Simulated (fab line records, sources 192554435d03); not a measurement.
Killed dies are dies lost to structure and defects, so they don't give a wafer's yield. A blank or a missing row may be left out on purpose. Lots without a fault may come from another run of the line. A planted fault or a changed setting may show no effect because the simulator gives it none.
fab line records | flow n5_finfet
record lots=12 wafers=36 last_day=18
route steps=1938 shown BEOL_M10@1522 BEOL_M11@1546 PASSIVATION@1936
lots that met no fault: from a run of the same line without faults
start_h: hours from the record's first day to the start of the lot's first wafer shown | wait_h: hours since the lot's step before | " the same as in the row above | L1.1+2: a row that stands for several wafers | - no value, or no start given | * or withheld: withheld | < > ~ a bound
route shown NAME@n: a module of which the file shows steps, and the number in the route of the first | usual: mean/standard deviation of fault-free wafers | same: alike in all rows | chamber/n: place in a boat | sites: the reading at each site | _std_site: their standard deviation | _edge_site: outer sites' mean less inner sites' | radius_mm: how far each site lies from the wafer's centre | mask NAME#n: copy n | behind: the tool/chamber that last shaped the wafer | hold: why the lot was held/for how many hours/how that ended | device: the transistor (n, p or np) that didn't switch | end of line: the same wafers' tests at the end of the route | a step without rows: its recipe alone | killed: dies lost to structure and defects at the first sort, not the wafer's yield | map: a wafer's dies, x killed, . not, _ none there
set.NAME: the setting as run; set.NAME@STEP: as run at that earlier step | model.NAME: the simulator's own value behind a step, which no gauge read
steps of the route over a sample of lots; a table a step, a row a wafer
services: from which hour (start_h, from the record's first day; less than 0 if before it) a tool's chamber was out of use, for how many hours, and why
## steps
# step N5_BEOL_M10_DEGAS_44
# recipe ambient=vacuum temp_c=250 time_s=60
# usual heater_power_w=336/33 susceptor_temp_C=250.01/0.16
# columns lot.wafer tool chamber start_h wait_h heater_power_w susceptor_temp_C
L245.2 pvd_sputter-02 - 224.07 0.4 373 250.12
L245.5 " - " " 341 250.23
L245.6 " - " " 330 249.92
L247.2 pvd_sputter-01 - 230.94 1.5 235 249.94
L247.3 " - " " 315 250.21
L247.4 " - " " 311 250.11
L249.1 pvd_sputter-02 - 247.00 0.6 374 250.03
L249.4 " - " " 334 249.90
L249.6 " - " " 340 250.14
L250.1 pvd_sputter-02 - 261.54 0.3 327 250.02
L250.2 " - " " 371 249.86
L250.3 " - " " 365 250.05
L252.2 pvd_sputter-02 - 266.46 0.3 340 249.84
L252.3 " - " " 330 250.18
L252.6 " - " " 365 250.03
L253.1 pvd_sputter-01 - 273.10 0.4 314 249.88
L253.3 " - " " 238 250.12
L253.6 " - " " 318 250.08
L258.1 pvd_sputter-01 - 296.09 1.0 239 249.78
L258.2 " - " " 314 249.99
L258.3 " - " " 308 249.94
L259.1 pvd_sputter-03 - 304.49 0.4 350 249.68
L259.3 " - " " 312 250.23
L259.4 " - " " 347 249.93
L261.3 pvd_sputter-03 - 323.21 0.2 350 249.87
L261.4 " - " " 343 250.12
L261.6 " - " " 340 250.12
L264.1 pvd_sputter-02 - 354.39 0.7 373 250.12
L264.2 " - " " 327 250.30
L264.3 " - " " 343 250.34
L266.2 pvd_sputter-03 - 357.53 0.8 348 249.91
L266.3 " - " " 354 250.27
L266.5 " - " " 354 250.14
L265.3 pvd_sputter-02 - 357.91 0.2 372 249.83
L265.5 " - " " 370 250.15
L265.6 " - " " 372 250.00
# step N5_BEOL_M10_ANNEAL_51
# recipe temp_c=225 time_s=90 ambient=N2
# usual wafer_temp_C_max=226.01/0.24
# columns lot.wafer tool chamber start_h wait_h wafer_temp_C_max
L245.2 rtp_anneal-01 0 225.69 0.7 225.67
L245.5 " 0 " " 225.57
L245.6 " 0 " " 225.83
L247.2 rtp_anneal-01 0 232.31 0.3 226.18
L247.3 " 0 " " 226.11
L247.4 " 0 " " 226.14
L249.1 rtp_anneal-02 0 248.68 0.5 226.02
L249.4 " 0 " " 226.15
L249.6 " 0 " " 226.40
L250.1 rtp_anneal-02 0 262.76 0.1 225.90
L250.2 " 0 " " 225.60
L250.3 " 0 " " 226.00
L252.2 rtp_anneal-02 0 267.74 0.4 225.99
L252.3 " 0 " " 226.13
L252.6 " 0 " " 226.21
L253.1 rtp_anneal-02 0 274.74 0.9 226.17
L253.3 " 0 " " 226.14
L253.6 " 0 " " 225.94
L258.1 rtp_anneal-01 0 296.90 0.1 226.23
L258.2 " 0 " " 225.61
L258.3 " 0 " " 225.81
L259.1 rtp_anneal-02 0 305.70 0.1 226.35
L259.3 " 0 " " 225.98
L259.4 " 0 " " 225.92
L261.3 rtp_anneal-02 0 325.02 0.6 226.00
L261.4 " 0 " " 225.91
L261.6 " 0 " " 226.27
L264.1 rtp_anneal-02 0 355.20 0.1 226.07
L264.2 " 0 " " 225.97
L264.3 " 0 " " 226.35
L266.2 rtp_anneal-02 0 358.41 0.1 225.81
L266.3 " 0 " " 225.76
L266.5 " 0 " " 226.50
L265.3 rtp_anneal-01 0 358.99 0.3 226.07
L265.5 " 0 " " 225.78
L265.6 " 0 " " 225.81
# step N5_BEOL_M11_EXPOSE_08
# recipe mask_id=M11 na=1.35 source_shape=dipole sigma_inner=0.411 sigma_outer=0.611 polarization=te dose_mj=53.75
# usual exposure_dose_mJ_cm2=53.70/0.055 stage_vel_mm_s=499.96/0.27
# columns lot.wafer tool chamber start_h wait_h mask exposure_dose_mJ_cm2 stage_vel_mm_s
L245.2 arfi_scanner-02 0 227.96 - M11#0 53.60 500.22
L245.5 " 0 " " M11#0 53.68 499.97
L245.6 " 0 " " M11#0 53.68 500.65
L247.2 arfi_scanner-02 0 235.57 - M11#0 53.57 499.87
L247.3 " 0 " " M11#0 53.60 499.77
L247.4 " 0 " " M11#0 53.62 499.90
L249.1 arfi_scanner-03 0 250.86 - M11#0 53.70 500.06
L249.4 " 0 " " M11#0 53.76 500.15
L249.6 " 0 " " M11#0 53.73 500.17
L250.1 arfi_scanner-01 0 266.59 - M11#0 53.69 499.58
L250.2 " 0 " " M11#0 53.71 499.84
L250.3 " 0 " " M11#0 53.71 499.75
L252.2 arfi_scanner-03 0 270.05 - M11#0 53.56 499.70
L252.3 " 0 " " M11#0 53.63 499.77
L252.6 " 0 " " M11#0 53.67 499.52
L253.1 arfi_scanner-02 0 278.84 - M11#0 53.69 500.07
L253.3 " 0 " " M11#0 53.65 499.89
L253.6 " 0 " " M11#0 53.63 500.17
L258.1 arfi_scanner-02 0 299.66 - M11#0 55.23 499.94
L258.2 " 0 " " M11#0 55.26 499.65
L258.3 " 0 " " M11#0 55.17 499.79
L259.1 arfi_scanner-02 0 309.40 - M11#0 54.95 500.31
L259.3 " 0 " " M11#0 54.93 500.10
L259.4 " 0 " " M11#0 54.94 499.93
L261.3 arfi_scanner-02 0 326.94 - M11#0 54.71 500.09
L261.4 " 0 " " M11#0 54.68 499.53
L261.6 " 0 " " M11#0 54.74 499.74
L264.1 arfi_scanner-03 0 358.10 - M11#0 53.78 499.90
L264.2 " 0 " " M11#0 53.74 499.83
L264.3 " 0 " " M11#0 53.78 499.92
L266.2 arfi_scanner-03 0 362.95 - M11#0 53.75 500.35
L266.3 " 0 " " M11#0 53.77 500.64
L266.5 " 0 " " M11#0 53.80 500.32
L265.3 arfi_scanner-03 0 363.30 - M11#0 53.77 500.00
L265.5 " 0 " " M11#0 53.79 499.90
L265.6 " 0 " " M11#0 53.74 499.85
# step N5_BEOL_M11_INSPECT_13
# recipe mode=adi inspect_instrument=brightfield
# usual raw_defect_count=414/94
# columns lot.wafer tool chamber start_h wait_h raw_defect_count
L245.2 defect_inspect-01 - 228.14 0.0 415
L245.5 " - " " 371
L245.6 " - " " 418
L247.2 defect_inspect-01 - 235.74 0.0 455
L247.3 " - " " 643
L247.4 " - " " 511
L249.1 defect_inspect-01 - 251.04 0.0 394
L249.4 " - " " 429
L249.6 " - " " 356
L250.1 defect_inspect-02 - 266.77 0.0 463
L250.2 " - " " 426
L250.3 " - " " 428
L252.2 defect_inspect-01 - 270.22 0.0 485
L252.3 " - " " 389
L252.6 " - " " 408
L253.1 defect_inspect-01 - 279.02 0.0 294
L253.3 " - " " 593
L253.6 " - " " 312
L258.1 defect_inspect-02 - 299.84 0.0 406
L258.2 " - " " 336
L258.3 " - " " 381
L259.1 defect_inspect-01 - 309.58 0.0 370
L259.3 " - " " 339
L259.4 " - " " 251
L261.3 defect_inspect-01 - 327.10 0.0 251
L261.4 " - " " 216
L261.6 " - " " 379
L264.1 defect_inspect-02 - 358.28 0.0 461
L264.2 " - " " 513
L264.3 " - " " 461
L266.2 defect_inspect-02 - 363.13 0.0 420
L266.3 " - " " 339
L266.5 " - " " 388
L265.3 defect_inspect-02 - 363.47 0.0 413
L265.5 " - " " 348
L265.6 " - " " 448
# step N5_PASSIVATION_PROBE_49
# usual defect_limited_yield=91.2/1.6 killed_at_M0_to_M3=34/11 killed_at_M4_up=13/5.2 killed_at_contacts=13/6.3 killed_at_front_end=40/14 killed_at_other=3.2/2.4 killed_dies=104/19 killed_open=69/14 killed_short=32/7.5 sort_bin_4_leakage=0.00/0.04 sort_bin_5_function=5.3/1.1 sort_bin_6_memory=3.2/0.73 sort_bin_8_speed=0.01/0.038 sort_n_pass=1076/19 sort_yield_pct=91.2/1.6
# same gross_dies=1180 killed_at_back_side=0
# columns lot.wafer tool chamber start_h wait_h defect_limited_yield[%] killed_at_M0_to_M3 killed_at_M4_up killed_at_contacts killed_at_front_end killed_at_other killed_dies killed_open killed_short sort_bin_4_leakage[%] sort_bin_5_function[%] sort_bin_6_memory[%] sort_bin_8_speed[%] sort_n_pass sort_yield_pct[%]
L258.3 prober-02 - 347.50 0.1 89.2 62 12 3 44 6 127 80 42 0 6.1 4.0 0 1053 89.2
L259.1 prober-02 - 364.49 0.0 89.2 60 16 16 32 4 128 89 37 0 6.1 4.5 0 1052 89.2
L259.3 prober-02 - 364.59 0.1 89.3 49 13 14 47 3 126 83 38 0 5.8 4.3 0 1054 89.3
L259.4 prober-02 - 364.64 0.2 90.8 44 12 18 31 4 109 65 43 0 5.6 3.3 0 1071 90.8
L261.3 prober-01 - 369.46 0.1 91.4 28 17 16 39 2 102 62 37 0 5.3 3.1 0 1078 91.4
L261.4 prober-01 - 369.51 0.2 91.4 40 23 15 24 0 102 67 29 0 5.0 3.1 0 1078 91.4
L261.6 prober-01 - 369.61 0.3 90.9 39 15 16 32 5 107 61 40 0 5.2 3.5 0 1073 90.9
L264.1 prober-02 - 400.46 0.0 91.7 24 7 23 43 1 98 60 37 0 5.8 2.2 0 1082 91.7
L264.2 prober-02 - 400.51 0.1 90.9 49 11 8 38 1 107 69 33 0 5.8 2.8 0 1073 90.9
L264.3 prober-02 - 400.56 0.1 89.8 38 21 21 39 1 120 88 32 0 6.7 3.1 0 1060 89.8
# killed by level:class
L258.3 BEOL_M0_SAQP:geometric_particle:short=21 BEOL_M0_SAQP:geometric_particle:open=19 FIN_SAQP:geometric_particle:open=10 STI_FIN_REVEAL:geometric_particle:open=10 BEOL_M4:geometric_particle:open=9 BEOL_M2:geometric_particle:open=8 FIN_SAQP:geometric_particle:short=5 BEOL_M1:geometric_particle:open=4
L259.1 MOL_CONTACT_COAG:geometric_particle:open=14 BEOL_M0_SAQP:geometric_particle:open=12 BEOL_M1:geometric_particle:open=10 BEOL_M2:geometric_particle:open=10 BEOL_M0_SAQP:geometric_particle:short=9 BEOL_M3:geometric_particle:open=9 FIN_SAQP:geometric_particle:open=7 BEOL_M4:geometric_particle:open=7
L259.3 BEOL_M2:geometric_particle:open=14 STI_FIN_REVEAL:geometric_particle:open=12 MOL_CONTACT_COAG:geometric_particle:open=9 BEOL_M0_SAQP:geometric_particle:open=9 FIN_SAQP:geometric_particle:open=8 BEOL_M1:geometric_particle:open=7 FIN_SAQP:geometric_particle:short=6 BEOL_M5:geometric_particle:open=6
L259.4 FIN_SAQP:geometric_particle:short=15 MOL_CONTACT_COAG:geometric_particle:open=14 BEOL_M0_SAQP:geometric_particle:short=13 BEOL_M1:geometric_particle:open=6 BEOL_M2:geometric_particle:open=6 FIN_SAQP:geometric_particle:open=5 BEOL_M3:geometric_particle:open=5 BEOL_M0_SAQP:geometric_particle:open=5
L261.3 MOL_CONTACT_COAG:geometric_particle:open=12 BEOL_M4:geometric_particle:open=8 FIN_SAQP:geometric_particle:short=7 GATE_CUT:geometric_particle:short=7 DUMMY_GATE:geometric_particle:open=6 BEOL_M1:geometric_particle:open=6 BEOL_M5:geometric_particle:open=6 STI_FIN_REVEAL:geometric_particle:open=5
L261.4 BEOL_M2:geometric_particle:open=12 BEOL_M4:geometric_particle:open=11 MOL_CONTACT_COAG:geometric_particle:short=8 BEOL_M3:geometric_particle:open=8 FIN_SAQP:geometric_particle:open=6 MOL_CONTACT_COAG:geometric_particle:open=5 BEOL_M0_SAQP:geometric_particle:open=5 FIN_SAQP:geometric_particle:short=4
L261.6 MOL_CONTACT_COAG:geometric_particle:open=10 STI_FIN_REVEAL:geometric_particle:open=10 BEOL_M0_SAQP:geometric_particle:open=9 BEOL_M0_SAQP:geometric_particle:short=9 BEOL_M2:geometric_particle:short=8 MOL_CONTACT_COAG:geometric_particle:short=6 BEOL_M2:geometric_particle:open=6 GATE_CUT:geometric_particle:short=4
L264.1 MOL_CONTACT_COAG:geometric_particle:open=15 FIN_SAQP:geometric_particle:short=14 MOL_CONTACT_COAG:geometric_particle:short=8 STI_FIN_REVEAL:geometric_particle:open=7 FIN_SAQP:geometric_particle:open=6 BEOL_M2:geometric_particle:open=6 BEOL_M3:geometric_particle:open=5 BEOL_M0_SAQP:geometric_particle:open=5
L264.2 BEOL_M2:geometric_particle:open=18 BEOL_M0_SAQP:geometric_particle:short=10 BEOL_M1:geometric_particle:open=8 STI_FIN_REVEAL:geometric_particle:open=6 DUMMY_GATE:geometric_particle:open=6 MOL_CONTACT_COAG:geometric_particle:open=6 BEOL_M0:geometric_particle:open=6 FIN_SAQP:geometric_particle:short=5
L264.3 MOL_CONTACT_COAG:geometric_particle:open=16 BEOL_M2:geometric_particle:open=14 FIN_SAQP:geometric_particle:short=9 BEOL_M1:geometric_particle:open=9 STI_FIN_REVEAL:geometric_particle:open=8 FIN_SAQP:geometric_particle:open=7 DUMMY_GATE:geometric_particle:open=6 MOL_CONTACT_COAG:geometric_particle:short=5
## services
# columns tool chamber start_h hours kind
arfi_scanner-02 0 207.91 - calibration
arfi_scanner-03 - 212.23 1.1 repair
arfi_scanner-03 - 225.80 3.9 pm
arfi_scanner-01 - 230.98 1.5 repair
arfi_scanner-03 0 231.42 - calibration
arfi_scanner-03 - 244.05 1.0 pm
arfi_scanner-03 - 246.74 2.1 repair
arfi_scanner-02 - 250.18 0.8 pm
arfi_scanner-01 - 251.15 1.3 pm
arfi_scanner-01 - 253.68 0.8 pm
arfi_scanner-02 - 265.36 1.0 pm
arfi_scanner-03 - 271.30 0.8 pm
arfi_scanner-02 - 280.25 3.9 pm
arfi_scanner-03 - 281.40 1.3 pm
arfi_scanner-02 - 289.95 0.4 repair
arfi_scanner-01 - 304.08 2.3 repair
arfi_scanner-02 - 324.40 1.3 pm
arfi_scanner-01 0 330.13 - calibration
arfi_scanner-01 - 339.95 0.5 repair
rtp_anneal-01 - 342.45 5.1 pm
arfi_scanner-02 - 344.24 1.0 pm
arfi_scanner-01 - 353.41 9.6 repair
arfi_scanner-03 - 354.51 1.0 pm
## key
first_sign step=N5_BEOL_M11_EXPOSE_08 reading=exposure_dose_mJ_cm2 direction=up sigmas=23 usual=53.70 struck=54.96
effect none on later readings
met_at N5_BEOL_M11_EXPOSE_08
struck_lots L258,L259,L261
loop_trim step=N5_BEOL_M11_EXPOSE_08 setting=dose lots=L259,L261
not_acting_at N5_BEOL_M10_DEGAS_44,N5_BEOL_M10_ANNEAL_51,N5_BEOL_M11_INSPECT_13
onset_between 278.84 299.66
fault kind=process_parameter_drift tool=arfi_scanner-02 chamber=- onset_h=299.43 steps=N5_BEOL_M11_EXPOSE_08 channel=dose_mj offset=1.5367 shape=step acts_in=these_recipes_only stated=53.75
# loop_trim: a control loop set the setting to another value than it would have without faults
